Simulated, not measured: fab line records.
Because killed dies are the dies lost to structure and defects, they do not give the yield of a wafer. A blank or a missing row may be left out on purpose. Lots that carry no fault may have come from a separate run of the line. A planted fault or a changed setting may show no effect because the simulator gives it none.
Chamber matching / flow n5Finfet / N5_MOL_CONTACT_COAG_CMP_52 on cmp-02: 4 sister chambers
The step polishes, stops on SiO2, t overpolish 1.5 s, target thk 66.5 nm. 4 wafers are shown with their chamber, then 12 later ones without.

WAFERS WITH THEIR CHAMBER
wafer=L082.6; chamber=0; motorCurrentA (A)=11.9
wafer=L091.1; chamber=1; motorCurrentA (A)=13.4
wafer=L091.5; chamber=2; motorCurrentA (A)=10.6
wafer=L091.6; chamber=3; motorCurrentA (A)=13.0

WAFERS WITHOUT THEIR CHAMBER
wafer=L092.1; motorCurrentA (A)=13.3
wafer=L092.2; motorCurrentA (A)=11.6
wafer=L092.3; motorCurrentA (A)=12.8
wafer=L093.1; motorCurrentA (A)=12.7
wafer=L093.2; motorCurrentA (A)=11.8
wafer=L093.4; motorCurrentA (A)=10.7
wafer=L095.1; motorCurrentA (A)=13.4
wafer=L095.4; motorCurrentA (A)=11.3
wafer=L095.6; motorCurrentA (A)=12.8
wafer=L097.3; motorCurrentA (A)=11.3
wafer=L097.4; motorCurrentA (A)=11.2
wafer=L097.5; motorCurrentA (A)=10.8

WHICH CHAMBER EACH ONE RAN IN
wafer=L092.1; from the rows above=can't be placed: 1 or 3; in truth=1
wafer=L092.2; from the rows above=0; in truth=0
wafer=L092.3; from the rows above=can't be placed: 3 or 1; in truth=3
wafer=L093.1; from the rows above=can't be placed: 3 or 1 or 0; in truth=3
wafer=L093.2; from the rows above=0; in truth=0
wafer=L093.4; from the rows above=2; in truth=2
wafer=L095.1; from the rows above=can't be placed: 1 or 3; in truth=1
wafer=L095.4; from the rows above=can't be placed: 0 or 2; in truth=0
wafer=L095.6; from the rows above=can't be placed: 3 or 1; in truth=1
wafer=L097.3; from the rows above=can't be placed: 0 or 2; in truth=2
wafer=L097.4; from the rows above=can't be placed: 2 or 0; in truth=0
wafer=L097.5; from the rows above=2; in truth=2
Correct placement for 4 of the 12. These rows do not allow placing 8 (true chamber among the candidates in 8). Placed wrongly: 0.
How it was worked out, from the rows above alone: a wafer's distance from a chamber is the root of the sum, over the readings, of the square of ((its reading less the chamber's mean) divided by the reading's scatter). If the next closest chamber is less than 2 further off than the closest, the wafer can't be placed; otherwise it belongs to the closest. Each chamber's mean is taken over the wafers shown for it. The scatter (one wafer shown for each chamber): square how far every hidden wafer sits from the nearest shown wafer, average those squares and take the square root.
